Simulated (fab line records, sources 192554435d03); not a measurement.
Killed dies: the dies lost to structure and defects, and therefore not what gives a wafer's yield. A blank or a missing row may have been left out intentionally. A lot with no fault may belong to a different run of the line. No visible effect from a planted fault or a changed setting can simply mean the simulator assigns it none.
The tool behind it: which one? | flow n5-finfet | 66 wafers from 22 lots sampled at 6 of the route's 1938 steps

== WHAT THE GAUGES READ, wafer by wafer ==
The record holds no reading of a measuring or inspecting step that can be judged against a usual standard deviation.

== EACH LOT AND THE TOOL THAT RAN IT (in order: tool; ch and the chambers of the sampled wafers; start) ==
lot  | N5_BEOL_M3_DESCUM_33               | N5_BEOL_M3_ETCH_69                 | N5_BEOL_M3_ALD_98                 | N5_BEOL_M3_ETCH_70                 | N5_BEOL_M3_ALD_84                   | N5_BEOL_M3_SPUTTER_79
L074 | rie-diel-04 ch 1,2, day 7 18:55    | rie-diel-04 ch 1,2, day 7 18:58    | ald-sin-03 ch 0,1, day 7 19:05    | rie-diel-03 ch 1,2,3, day 8 03:55  | ald-metal-02 ch 0,2,3, day 8 04:55  | pvd-sputter-03, day 8 05:38
L076 | rie-diel-03 ch 0,1,2, day 7 20:03  | rie-diel-03 ch 0,1,2, day 7 20:06  | ald-sin-03 ch 1,2,3, day 7 20:11  | rie-diel-04 ch 2,3, day 8 04:05    | ald-metal-01 ch 2,3, day 8 05:01    | pvd-sputter-02, day 8 05:46
L075 | rie-diel-04 ch 0,2,3, day 8 00:50  | rie-diel-04 ch 0,2,3, day 8 00:53  | ald-sin-01 ch 0,1, day 8 00:58    | rie-diel-02 ch 0,1,3, day 8 04:16  | ald-metal-02 ch 1,2,3, day 8 05:08  | pvd-sputter-01, day 8 05:56
L077 | rie-diel-04 ch 1,2,3, day 8 01:32  | rie-diel-04 ch 1,2,3, day 8 01:35  | ald-sin-01 ch 0,2,3, day 8 01:40  | rie-diel-03 ch 0,2, day 8 04:17    | ald-metal-04 ch 0,2, day 8 05:11    | pvd-sputter-03, day 8 07:28
L079 | rie-diel-03 ch 1,2, day 8 05:50    | rie-diel-03 ch 1,2, day 8 05:53    | ald-sin-03 ch 0,1, day 8 06:02    | rie-diel-02 ch 0,2, day 8 10:44    | ald-metal-01 ch 0,1,2, day 8 11:38  | pvd-sputter-02, day 8 12:25
L078 | rie-diel-03 ch 0,2, day 8 06:39    | rie-diel-03 ch 0,2, day 8 06:43    | ald-sin-03 ch 0,1,3, day 8 06:51  | rie-diel-04 ch 0,1,2, day 8 11:02  | ald-metal-04 ch 0,2, day 8 11:41    | pvd-sputter-01, day 8 14:02
L080 | rie-diel-03 ch 0,3, day 8 15:26    | rie-diel-03 ch 0,3, day 8 15:29    | ald-sin-01 ch 0,2,3, day 8 15:34  | rie-diel-02 ch 0,1, day 8 16:47    | ald-metal-02 ch 1,3, day 8 17:45    | pvd-sputter-03, day 8 18:45
L081 | rie-diel-04 ch 0,2, day 9 03:38    | rie-diel-04 ch 0,2, day 9 03:42    | ald-sin-03 ch 1,2,3, day 9 03:51  | rie-diel-02 ch 0,3, day 9 12:08    | ald-metal-02 ch 1,3, day 9 12:55    | pvd-sputter-02, day 9 13:44
L082 | rie-diel-02 ch 1,2, day 9 04:50    | rie-diel-02 ch 1,2, day 9 04:53    | ald-sin-01 ch 1,2, day 9 04:58    | rie-diel-04 ch 0,2,3, day 9 19:42  | ald-metal-04 ch 0,3, day 9 20:30    | pvd-sputter-03, day 9 21:17
L083 | rie-diel-04 ch 0,2, day 9 06:34    | rie-diel-04 ch 0,2, day 9 06:37    | ald-sin-02 ch 0,2, day 9 06:42    | rie-diel-04 ch 0,2, day 9 22:56    | ald-metal-02 ch 0,1,3, day 9 23:44  | pvd-sputter-01, day 10 00:35
L084 | rie-diel-03 ch 1,3, day 9 12:32    | rie-diel-03 ch 1,3, day 9 12:35    | ald-sin-02 ch 0,2, day 9 12:40    | rie-diel-03 ch 0,2,3, day 9 22:54  | ald-metal-01 ch 1,2, day 9 23:43    | pvd-sputter-02, day 10 00:27
L086 | rie-diel-04 ch 0,1,2, day 10 11:13 | rie-diel-04 ch 0,1,2, day 10 11:17 | ald-sin-03 ch 0,2,3, day 10 11:58 | rie-diel-02 ch 1,2, day 11 02:43   | ald-metal-02 ch 2,3, day 11 03:49   | pvd-sputter-02, day 11 04:31
L088 | rie-diel-03 ch 1,2,3, day 10 12:10 | rie-diel-03 ch 1,2,3, day 10 12:13 | ald-sin-01 ch 0,1,3, day 10 12:22 | rie-diel-04 ch 1,3, day 11 02:45   | ald-metal-01 ch 0,1, day 11 03:54   | pvd-sputter-03, day 11 04:37
L087 | rie-diel-04 ch 0,2,3, day 10 17:05 | rie-diel-04 ch 0,2,3, day 10 17:08 | ald-sin-01 ch 1,3, day 10 17:26   | rie-diel-04 ch 1,3, day 11 03:11   | ald-metal-02 ch 0,2,3, day 11 04:01 | pvd-sputter-01, day 11 04:49
L085 | rie-diel-03 ch 0,2,3, day 10 18:13 | rie-diel-03 ch 0,2,3, day 10 18:16 | ald-sin-01 ch 0,3, day 10 18:26   | rie-diel-03 ch 1,3, day 11 03:38   | ald-metal-02 ch 2,3, day 11 04:18   | pvd-sputter-03, day 11 06:34
L089 | rie-diel-03 ch 0,2,3, day 10 22:04 | rie-diel-03 ch 0,2,3, day 10 22:08 | ald-sin-01 ch 0,1,2, day 10 22:13 | rie-diel-02 ch 1,2,3, day 11 08:13 | ald-metal-02 ch 0,1,2, day 11 09:57 | pvd-sputter-01, day 11 10:40
L091 | rie-diel-02 ch 0,1,2, day 11 08:33 | rie-diel-02 ch 0,1,2, day 11 08:36 | ald-sin-02 ch 0,3, day 11 08:59   | rie-diel-02 ch 2,3, day 11 09:59   | ald-metal-01 ch 0,1,2, day 11 10:57 | pvd-sputter-01, day 11 12:59
L092 | rie-diel-04 ch 2,3, day 11 14:32   | rie-diel-04 ch 2,3, day 11 14:35   | ald-sin-03 ch 2,3, day 11 14:47   | rie-diel-02 ch 1,3, day 11 15:47   | ald-metal-04 ch 0,2,3, day 11 16:34 | pvd-sputter-02, day 11 18:44
L095 | rie-diel-02 ch 1,2, day 12 02:51   | rie-diel-02 ch 1,2, day 12 02:54   | ald-sin-02 ch 1,2,3, day 12 03:02 | rie-diel-02 ch 1,2,3, day 12 12:59 | ald-metal-02 ch 2,3, day 12 13:46   | pvd-sputter-01, day 12 14:35
L094 | rie-diel-02 ch 1,2, day 12 06:30   | rie-diel-02 ch 1,2, day 12 06:34   | ald-sin-03 ch 0,3, day 12 06:43   | rie-diel-02 ch 2,3, day 12 15:35   | ald-metal-01 ch 0,2, day 12 16:22   | pvd-sputter-02, day 12 17:11
L096 | rie-diel-04 ch 1,2,3, day 12 23:28 | rie-diel-04 ch 1,2,3, day 12 23:31 | ald-sin-03 ch 0,1,2, day 12 23:38 | rie-diel-04 ch 1,2, day 12 23:56   | ald-metal-02 ch 0,1,2, day 13 00:50 | pvd-sputter-03, day 13 01:30
L097 | rie-diel-02 ch 1,2,3, day 13 17:50 | rie-diel-02 ch 1,2,3, day 13 17:53 | ald-sin-03 ch 1,2, day 13 17:58   | rie-diel-02 ch 0,1,2, day 13 22:23 | ald-metal-02 ch 1,2,3, day 14 00:01 | pvd-sputter-02, day 14 01:23
- N5_BEOL_M3_DESCUM_33: chemistry O2, time 7 s.
- N5_BEOL_M3_ETCH_69: etches SiARC in CF4, target depth 15.6 nm, time 26 s.
- N5_BEOL_M3_ALD_98: deposits SiO2, target thk 2.5 nm, pulse time 1 s, co reactant pulse time 1 s.
- N5_BEOL_M3_ETCH_70: etches SOC in N2/H2, target depth 80 nm, overetch 16 nm, time 120 s.
- N5_BEOL_M3_ALD_84: deposits TaN, pulse time 2 s, purge time 3 s, co reactant purge time 2 s.
- N5_BEOL_M3_SPUTTER_79: material Cu, target thk 4.5 nm, time 8.29 s.

== AS READ BY THE TOOLS THEMSELVES (means over the sampled wafers that have a number; for cases with no such wafer, the mark the record gives instead) ==
N5_BEOL_M3_DESCUM_33. Usual: drypump-motor-current-A 5.7 A, standard deviation 0.55; oes-product-au 0.75 a.u., standard deviation 0.068; rf-vpp-V 242.9 V, standard deviation 1.3; showerhead-plenum-p-Torr 2.08 Torr, standard deviation 0.068; throttle-valve-pct 20.4 %, standard deviation 0.35.
lot  | tool        | drypump-motor-current-A (A) | oes-product-au (a.u.) | rf-vpp-V (V) | showerhead-plenum-p-Torr (Torr) | throttle-valve-pct (%) | flag
L074 | rie-diel-04 | 5.2                         | 0.78                  | 242.7        | 2.08                            | 20.1                   |
L076 | rie-diel-03 | 5.7                         | 0.71                  | 243.3        | 2.11                            | 20.6                   |
L075 | rie-diel-04 | 5.8                         | 0.74                  | 241.8        | 2.03                            | 20.2                   |
L077 | rie-diel-04 | 5.6                         | 0.77                  | 242.2        | 2.06                            | 20.1                   |
L079 | rie-diel-03 | 5.8                         | 0.72                  | 243.7        | 2.12                            | 20.6                   |
L078 | rie-diel-03 | 5.5                         | 0.72                  | 242.8        | 2.09                            | 20.9                   |
L080 | rie-diel-03 | 5.3                         | 0.72                  | 242.8        | 2.08                            | 20.6                   |
L081 | rie-diel-04 | 5.4                         | 0.74                  | 242.6        | 2.05                            | 20.2                   |
L082 | rie-diel-02 | 6.0                         | 0.78                  | 243.7        | 2.16                            | 20.5                   |
L083 | rie-diel-04 | 5.7                         | 0.75                  | 242.0        | 1.98                            | 20.3                   |
L084 | rie-diel-03 | 6.1                         | 0.72                  | 243.7        | 2.14                            | 20.2                   |
L086 | rie-diel-04 | 5.4                         | 0.76                  | 241.2        | 2.01                            | 20.2                   |
L088 | rie-diel-03 | 5.9                         | 0.72                  | 244.0        | 2.11                            | 20.4                   |
L087 | rie-diel-04 | 5.7                         | 0.73                  | 242.0        | 2.02                            | 20.3                   |
L085 | rie-diel-03 | 5.5                         | 0.72                  | 242.3        | 2.08                            | 20.6                   |
L089 | rie-diel-03 | 5.5                         | 0.73                  | 243.3        | 2.08                            | 20.6                   |
L091 | rie-diel-02 | 5.6                         | 0.75                  | 244.5        | 2.15                            | 20.7                   |
L092 | rie-diel-04 | 5.5                         | 0.73                  | 242.2        | 2.08                            | 20.2                   |
L095 | rie-diel-02 | 5.9                         | 0.75                  | 243.5        | 2.15                            | 20.6                   |
L094 | rie-diel-02 | 6.0                         | 0.74                  | 243.3        | 2.15                            | 20.6                   |
L096 | rie-diel-04 | 5.6                         | 0.74                  | 242.4        | 2.05                            | 20.2                   |
L097 | rie-diel-02 | 6.0                         | 0.77                  | 242.8        | 2.10                            | 20.4                   |

N5_BEOL_M3_ETCH_69. Usual: for cf4-flow-sccm, 100.0 sccm with a standard deviation of 0.3; for drypump-motor-current-A, 5.7 A with a standard deviation of 0.55; for etch-rf-on-time-s, 26.2 s with a standard deviation of 0.44; for oes-product-au, 0.64 a.u. with a standard deviation of 0.058; for rf-vpp-V, 183.9 V with a standard deviation of 1.2; for showerhead-plenum-p-Torr, 2.13 Torr with a standard deviation of 0.065; for throttle-valve-pct, 15.6 % with a standard deviation of 0.31.
lot  | tool        | cf4-flow-sccm (sccm) | drypump-motor-current-A (A) | etch-rf-on-time-s (s) | oes-product-au (a.u.) | rf-vpp-V (V) | showerhead-plenum-p-Torr (Torr) | throttle-valve-pct (%) | flag
L074 | rie-diel-04 | 99.6                 | 5.2                         | 26.3                  | 0.67                  | 183.8        | 2.12                            | 15.2                   |
L076 | rie-diel-03 | 100.2                | 5.7                         | 25.9                  | 0.61                  | 183.6        | 2.15                            | 15.7                   |
L075 | rie-diel-04 | 100.2                | 5.8                         | 26.3                  | 0.63                  | 183.0        | 2.08                            | 15.5                   |
L077 | rie-diel-04 | 99.7                 | 5.6                         | 26.0                  | 0.66                  | 183.3        | 2.11                            | 15.3                   |
L079 | rie-diel-03 | 100.6                | 5.9                         | 26.2                  | 0.62                  | 184.1        | 2.15                            | 15.7                   |
L078 | rie-diel-03 | 100.0                | 5.4                         | 26.3                  | 0.62                  | 184.2        | 2.12                            | 15.9                   |
L080 | rie-diel-03 | 100.2                | 5.3                         | 26.3                  | 0.62                  | 183.8        | 2.14                            | 15.8                   |
L081 | rie-diel-04 | 99.9                 | 5.4                         | 26.2                  | 0.64                  | 183.8        | 2.08                            | 15.4                   |
L082 | rie-diel-02 | 100.1                | 6.0                         | 25.9                  | 0.66                  | 185.3        | 2.20                            | 15.7                   |
L083 | rie-diel-04 | 100.5                | 5.7                         | 26.0                  | 0.63                  | 183.1        | 2.03                            | 15.5                   |
L084 | rie-diel-03 | 100.1                | 6.1                         | 25.9                  | 0.62                  | 184.4        | 2.19                            | 15.4                   |
L086 | rie-diel-04 | 100.1                | 5.5                         | 26.5                  | 0.65                  | 183.2        | 2.06                            | 15.4                   |
L088 | rie-diel-03 | 100.2                | 5.9                         | 26.3                  | 0.62                  | 184.3        | 2.15                            | 15.6                   |
L087 | rie-diel-04 | 99.7                 | 5.8                         | 26.3                  | 0.62                  | 183.2        | 2.07                            | 15.5                   |
L085 | rie-diel-03 | 100.0                | 5.5                         | 26.2                  | 0.61                  | 183.9        | 2.13                            | 15.8                   |
L089 | rie-diel-03 | 99.8                 | 5.5                         | 26.4                  | 0.61                  | 183.6        | 2.13                            | 15.8                   |
L091 | rie-diel-02 | 100.2                | 5.7                         | 26.4                  | 0.64                  | 184.8        | 2.20                            | 15.9                   |
L092 | rie-diel-04 | 99.7                 | 5.5                         | 26.4                  | 0.62                  | 184.2        | 2.13                            | 15.4                   |
L095 | rie-diel-02 | 100.2                | 5.9                         | 26.3                  | 0.64                  | 185.2        | 2.19                            | 15.8                   |
L094 | rie-diel-02 | 100.1                | 5.9                         | 26.4                  | 0.63                  | 185.1        | 2.19                            | 15.8                   |
L096 | rie-diel-04 | 100.1                | 5.6                         | 26.4                  | 0.63                  | 183.7        | 2.10                            | 15.4                   |
L097 | rie-diel-02 | 99.8                 | 6.0                         | 25.9                  | 0.67                  | 184.0        | 2.16                            | 15.6                   |

N5_BEOL_M3_ALD_98. Usual: heater-power-w 76 W, standard deviation 7.2; precursor-pulse-height-rel 1.003, standard deviation 0.02.
lot  | tool       | heater-power-w (W) | precursor-pulse-height-rel | flag
L074 | ald-sin-03 | 74                 | 1.000                      |
L076 | ald-sin-03 | 79                 | 1.008                      |
L075 | ald-sin-01 | 75                 | 0.990                      |
L077 | ald-sin-01 | 72                 | 1.001                      |
L079 | ald-sin-03 | 79                 | 1.004                      |
L078 | ald-sin-03 | 82                 | 1.010                      |
L080 | ald-sin-01 | 71                 | 1.011                      |
L081 | ald-sin-03 | 78                 | 1.014                      |
L082 | ald-sin-01 | 75                 | 0.988                      |
L083 | ald-sin-02 | 81                 | 1.025                      |
L084 | ald-sin-02 | 81                 | 1.010                      |
L086 | ald-sin-03 | 74                 | 0.989                      |
L088 | ald-sin-01 | 74                 | 0.999                      |
L087 | ald-sin-01 | 76                 | 0.994                      |
L085 | ald-sin-01 | 71                 | 1.005                      |
L089 | ald-sin-01 | 74                 | 0.979                      |
L091 | ald-sin-02 | 80                 | 1.014                      |
L092 | ald-sin-03 | 74                 | 1.015                      |
L095 | ald-sin-02 | 74                 | 1.032                      |
L094 | ald-sin-03 | 81                 | 0.998                      |
L096 | ald-sin-03 | 73                 | 1.012                      |
L097 | ald-sin-03 | 72                 | 0.983                      |

N5_BEOL_M3_ETCH_70. Usual: drypump-motor-current-A 5.9 A, standard deviation 0.67; oes-product-au 0.59 a.u., standard deviation 0.058; rf-vpp-V 523.8 V, standard deviation 2.1; showerhead-plenum-p-Torr 2.54 Torr, standard deviation 0.081; throttle-valve-pct 17.8 %, standard deviation 0.35.
lot  | tool        | drypump-motor-current-A (A) | oes-product-au (a.u.) | rf-vpp-V (V) | showerhead-plenum-p-Torr (Torr) | throttle-valve-pct (%) | flag
L074 | rie-diel-03 | 5.9                         | 0.57                  | 524.0        | 2.57                            | 17.7                   |
L076 | rie-diel-04 | 5.9                         | 0.56                  | 523.6        | 2.52                            | 17.6                   |
L075 | rie-diel-02 | 6.4                         | 0.58                  | 524.9        | 2.58                            | 17.9                   |
L077 | rie-diel-03 | 5.4                         | 0.56                  | 522.9        | 2.50                            | 18.0                   |
L079 | rie-diel-02 | 5.4                         | 0.61                  | 525.9        | 2.62                            | 18.2                   |
L078 | rie-diel-04 | 5.5                         | 0.60                  | 521.0        | 2.45                            | 17.6                   |
L080 | rie-diel-02 | 6.0                         | 0.54                  | 525.8        | 2.63                            | 18.4                   |
L081 | rie-diel-02 | 6.1                         | 0.58                  | 524.0        | 2.57                            | 18.1                   |
L082 | rie-diel-04 | 5.8                         | 0.57                  | 522.1        | 2.47                            | 17.7                   |
L083 | rie-diel-04 | 5.7                         | 0.57                  | 520.8        | 2.42                            | 17.8                   |
L084 | rie-diel-03 | 5.5                         | 0.56                  | 523.2        | 2.52                            | 17.9                   |
L086 | rie-diel-02 | 6.0                         | 0.58                  | 525.9        | 2.62                            | 17.9                   |
L088 | rie-diel-04 | 5.6                         | 0.60                  | 522.2        | 2.47                            | 17.7                   |
L087 | rie-diel-04 | 5.9                         | 0.57                  | 523.3        | 2.49                            | 17.7                   |
L085 | rie-diel-03 | 6.1                         | 0.55                  | 525.1        | 2.60                            | 17.6                   |
L089 | rie-diel-02 | 6.0                         | 0.62                  | 524.5        | 2.56                            | 17.7                   |
L091 | rie-diel-02 | 5.4                         | 0.67                  | 523.8        | 2.55                            | 17.5                   |
L092 | rie-diel-02 | 6.6                         | 0.60                  | 523.8        | 2.51                            | 17.6                   |
L095 | rie-diel-02 | 6.0                         | 0.61                  | 524.1        | 2.56                            | 17.7                   |
L094 | rie-diel-02 | 5.3                         | 0.66                  | 524.0        | 2.54                            | 17.5                   |
L096 | rie-diel-04 | 5.3                         | 0.60                  | 522.3        | 2.47                            | 17.6                   |
L097 | rie-diel-02 | 5.7                         | 0.64                  | 525.3        | 2.61                            | 18.0                   |

N5_BEOL_M3_ALD_84. Usual: heater-power-w 401 W, standard deviation 45; precursor-vessel-carrier-sccm 999.9 sccm, standard deviation 3.
lot  | tool         | heater-power-w (W) | precursor-vessel-carrier-sccm (sccm) | flag
L074 | ald-metal-02 | 394                | 1003.2                               |
L076 | ald-metal-01 | 422                | 996.8                                |
L075 | ald-metal-02 | 410                | 1002.5                               |
L077 | ald-metal-04 | 422                | 999.6                                |
L079 | ald-metal-01 | 363                | 999.4                                |
L078 | ald-metal-04 | 410                | 998.0                                |
L080 | ald-metal-02 | 400                | 999.1                                |
L081 | ald-metal-02 | 415                | 998.6                                |
L082 | ald-metal-04 | 443                | 999.2                                |
L083 | ald-metal-02 | 394                | 1000.5                               |
L084 | ald-metal-01 | 384                | 997.9                                |
L086 | ald-metal-02 | 395                | 1001.6                               |
L088 | ald-metal-01 | 370                | 998.9                                |
L087 | ald-metal-02 | 395                | 999.8                                |
L085 | ald-metal-02 | 417                | 997.6                                |
L089 | ald-metal-02 | 405                | 999.9                                |
L091 | ald-metal-01 | 357                | 1000.8                               |
L092 | ald-metal-04 | 432                | 999.0                                |
L095 | ald-metal-02 | 405                | 996.9                                |
L094 | ald-metal-01 | 317                | 998.7                                |
L096 | ald-metal-02 | 409                | 999.5                                |
L097 | ald-metal-02 | 418                | 1000.4                               |

N5_BEOL_M3_SPUTTER_79. Usual: throttle-valve-pct 29.9 %, standard deviation 0.88.
lot  | tool           | throttle-valve-pct (%) | flag
L074 | pvd-sputter-03 | 30.8                   |
L076 | pvd-sputter-02 | 29.8                   |
L075 | pvd-sputter-01 | 29.2                   |
L077 | pvd-sputter-03 | 30.6                   |
L079 | pvd-sputter-02 | 29.6                   |
L078 | pvd-sputter-01 | 29.2                   |
L080 | pvd-sputter-03 | 30.6                   |
L081 | pvd-sputter-02 | 30.2                   |
L082 | pvd-sputter-03 | 30.7                   |
L083 | pvd-sputter-01 | 28.5                   |
L084 | pvd-sputter-02 | 29.9                   |
L086 | pvd-sputter-02 | 29.2                   |
L088 | pvd-sputter-03 | 30.9                   |
L087 | pvd-sputter-01 | 29.4                   |
L085 | pvd-sputter-03 | 30.6                   |
L089 | pvd-sputter-01 | 29.3                   |
L091 | pvd-sputter-01 | 28.8                   |
L092 | pvd-sputter-02 | 29.9                   |
L095 | pvd-sputter-01 | 29.3                   |
L094 | pvd-sputter-02 | 29.5                   |
L096 | pvd-sputter-03 | 30.7                   |
L097 | pvd-sputter-02 | 29.7                   |

== THE ANSWER, worked out from the rows above alone ==
Rule: take the mean of a lot's wafers that have a number; if it is more than 3 standard deviations from the usual mean, the lot is off. A lot without any number at a reading at which 4 lots or more have one is off too. All remaining lots with rows at the step are treated as sound. After the gauges, taken in route order, come the tools' own readings; for these a lot's mean is taken, as printed above. At the first step where some lot is off, the reading lying furthest off is the one used; lots without a number count as furthest.
None of the lots is off at any reading shown; this tells nothing.

== WHAT WAS PUT IN BY THE SIMULATOR ==
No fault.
